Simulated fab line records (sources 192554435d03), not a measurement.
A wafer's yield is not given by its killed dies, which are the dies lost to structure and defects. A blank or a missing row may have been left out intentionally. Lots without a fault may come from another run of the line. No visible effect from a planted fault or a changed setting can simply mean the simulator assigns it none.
Matching of chambers    flow n5 finfet    N5_BEOL_M1_PECVD_72 on pecvd-03: 3 sister chambers
The step deposits SiO2 from TEOS/O2, target thk 16 nm, time 18 s. 36 wafers are shown with their chamber, then 12 later ones without.

== EACH WAFER AND ITS CHAMBER ==
wafer   chamber  throttle valve pct (%)  showerhead plenum p Torr (Torr)  heater power w (W)
L074.3  2        22.4                    8.91                             620
L074.4  0        21.5                    8.77                             764
L074.5  1        23.6                    8.73                             578
L076.1  1        23.9                    8.72                             654
L076.4  2        22.5                    8.91                             665
L076.6  0        21.3                    8.76                             695
L079.3  0        21.1                    8.76                             749
L079.4  1        23.8                    8.75                             673
L079.6  0        21.4                    8.77                             740
L080.1  2        22.3                    8.89                             609
L080.2  0        21.8                    8.74                             732
L080.3  1        23.9                    8.73                             622
L080.4  0        21.1                    8.77                             711
L080.5  1        23.9                    8.75                             620
L080.6  2        22.3                    8.94                             579
L084.1  1        23.6                    8.74                             673
L084.2  0        21.4                    8.78                             641
L084.3  2        22.5                    8.87                             653
L084.4  1        24.0                    8.72                             687
L084.5  0        21.4                    8.76                             646
L084.6  2        22.4                    8.90                             637
L085.1  2        22.7                    8.89                             674
L085.2  1        23.7                    8.73                             698
L085.3  2        22.5                    8.89                             659
L085.4  1        23.7                    8.72                             554
L085.5  1        23.9                    8.73                             546
L085.6  2        22.7                    8.89                             671
L086.1  1        23.7                    8.76                             647
L086.3  2        22.7                    8.87                             650
L086.5  2        22.8                    8.88                             655
L089.1  2        22.7                    8.90                             644
L089.4  0        21.4                    8.79                             669
L089.5  1        23.9                    8.71                             617
L092.2  2        22.8                    8.89                             659
L092.3  2        22.6                    8.91                             662
L092.4  1        23.9                    8.74                             682

SIGNATURES, as means of the wafers listed above
reading                   chamber 0  chamber 1  chamber 2  scatter within a chamber
throttle valve pct        21.378     23.808     22.564     0.17
showerhead plenum p Torr  8.7667     8.7331     8.8957     0.016
heater power w            705.22     634.69     645.50     41.3
Rule: a wafer lies at a distance from a chamber equal to the root of the sum of squares, over the readings, of (its reading less the chamber's mean, divided by the reading's scatter). If the next closest chamber is less than 2 further off than the closest, the wafer can't be placed; otherwise it belongs to the closest. The scatter is the square root of a quotient: the sum, over the shown wafers, of each reading's squared deviation from its chamber's mean, divided by wafers minus chambers.

== WAFERS WHOSE CHAMBER IS MISSING ==
wafer   throttle valve pct (%)  showerhead plenum p Torr (Torr)  heater power w (W)
L093.1  22.9                    8.90                             671
L093.3  22.8                    8.87                             671
L093.6  22.8                    8.88                             679
L094.1  23.0                    8.90                             647
L094.2  23.7                    8.73                             649
L094.3  23.7                    8.71                             641
L094.4  22.7                    8.89                             635
L094.5  24.1                    8.75                             673
L094.6  22.6                    8.90                             671
L097.1  23.8                    8.75                             590
L097.3  22.7                    8.91                             608
L097.5  23.0                    8.91                             640

== CHAMBER TAKEN BY EACH ==
wafer   from the rows above  in truth
L093.1  2                    2
L093.3  2                    2
L093.6  2                    2
L094.1  2                    2
L094.2  1                    1
L094.3  1                    1
L094.4  2                    2
L094.5  1                    1
L094.6  2                    2
L097.1  1                    1
L097.3  2                    2
L097.5  2                    2
12 of 12 placed correctly. From these rows, 0 cannot be placed. Number placed wrongly: 0.
